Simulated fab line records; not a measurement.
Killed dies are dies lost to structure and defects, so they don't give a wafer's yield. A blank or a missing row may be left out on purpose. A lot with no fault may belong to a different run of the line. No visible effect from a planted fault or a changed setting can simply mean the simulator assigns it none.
Matching of chambers + flow n5-finfet + N5_BEOL_M11_STRIP_19 on rie-diel-06: 4 sister chambers
The step strips in O2. 8 wafers are shown with their chamber, then 9 later ones without.

WAFERS, EACH WITH ITS CHAMBER
| wafer  | chamber | drypump-motor-current-A (A) | throttle-valve-pct (%) |
|--------|---------|-----------------------------|------------------------|
| L082.3 | 3       | 5.3                         | 17.19                  |
| L085.4 | 3       | 5.4                         | 17.21                  |
| L085.6 | 2       | 5.2                         | 16.42                  |
| L087.2 | 1       | 5.6                         | 16.23                  |
| L087.5 | 0       | 4.9                         | 16.55                  |
| L076.3 | 0       | 4.9                         | 16.57                  |
| L076.4 | 2       | 5.2                         | 16.41                  |
| L076.6 | 1       | 5.6                         | 16.22                  |

WAFERS WITH NO CHAMBER GIVEN
| wafer  | drypump-motor-current-A (A) | throttle-valve-pct (%) |
|--------|-----------------------------|------------------------|
| L091.2 | 5.3                         | 17.24                  |
| L091.5 | 4.9                         | 16.58                  |
| L091.6 | 5.4                         | 17.24                  |
| L094.1 | 5.4                         | 17.23                  |
| L094.3 | 5.3                         | 16.44                  |
| L094.4 | 4.9                         | 16.59                  |
| L093.2 | 4.9                         | 16.58                  |
| L093.4 | 5.2                         | 16.43                  |
| L093.6 | 5.3                         | 17.25                  |

WHICH CHAMBER EACH ONE RAN IN
| wafer  | from the rows above | in truth |
|--------|---------------------|----------|
| L091.2 | 3                   | 3        |
| L091.5 | 0                   | 0        |
| L091.6 | 3                   | 3        |
| L094.1 | 3                   | 3        |
| L094.3 | 2                   | 2        |
| L094.4 | 0                   | 0        |
| L093.2 | 0                   | 0        |
| L093.4 | 2                   | 2        |
| L093.6 | 3                   | 3        |
Placed correctly: 9 of 9. Can't be placed from these rows: 0. 0 placed wrongly.
How it was worked out, from the rows above alone: a wafer's distance from a chamber is the root of the sum, over the readings, of the square of ((its reading less the chamber's mean) divided by the reading's scatter). If the next closest chamber is less than 2 further off than the closest, the wafer can't be placed; otherwise it belongs to the closest. Each chamber's mean is taken over the wafers shown for it. How the scatter is found: for the shown wafers, subtract from each reading the mean of its chamber, square and add these, divide the total by (wafers less chambers), then take the root.
